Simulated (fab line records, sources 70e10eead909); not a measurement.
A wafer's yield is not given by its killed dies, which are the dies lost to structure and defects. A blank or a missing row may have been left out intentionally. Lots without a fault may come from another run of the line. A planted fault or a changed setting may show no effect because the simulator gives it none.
Matching of chambers    flow nand-harc    NHARC_P_GATE_STRIP_101 on rie-diel-10: 4 sister chambers
The step strips in O2, time 20 s. 8 wafers are shown with their chamber, then 8 later ones without.

EACH WAFER AND ITS CHAMBER
wafer   chamber  oes-product-au (a.u.)  throttle-valve-pct (%)
L075.1  2        0.993                  17.040
L081.5  1        1.034                  17.016
L082.1  3        1.012                  17.033
L082.6  1        1.008                  17.047
L085.2  0        1.000                  17.045
L085.4  3        1.006                  17.036
L085.5  2        0.999                  17.048
L087.1  0        0.994                  17.024

WAFERS MISSING THEIR CHAMBER
wafer   oes-product-au (a.u.)  throttle-valve-pct (%)
L087.3  1.015                  17.033
L087.5  0.999                  17.020
L092.4  0.982                  17.044
L092.5  0.997                  17.032
L092.6  0.994                  17.050
L095.1  1.011                  17.052
L095.3  1.012                  17.041
L095.4  1.003                  17.051

WHICH CHAMBER EACH ONE RAN IN
wafer   from the rows above                in truth
L087.3  can't be placed: 1 or 3 or 0 or 2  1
L087.5  can't be placed: 0 or 3 or 2 or 1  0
L092.4  can't be placed: 2 or 0 or 3       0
L092.5  can't be placed: 0 or 2 or 3       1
L092.6  can't be placed: 2 or 0 or 3       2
L095.1  can't be placed: 3 or 2 or 1 or 0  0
L095.3  can't be placed: 3 or 1 or 0 or 2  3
L095.4  can't be placed: 2 or 0 or 3 or 1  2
Correctly placed: 0 of 8. Not placeable from these rows: 8 (in 7, the candidates include the true chamber). 0 placed wrongly.
How it was worked out, from the rows above alone: a wafer's distance from a chamber is the root of the sum, over the readings, of the square of ((its reading less the chamber's mean) divided by the reading's scatter). The wafer belongs to the nearest chamber; if the next one is less than 2 further off, it can't be placed. Each chamber's mean is taken over the wafers shown for it. The scatter: the root of (the sum of the squares of (reading less its chamber's mean) over the shown wafers, divided by (wafers less chambers)).
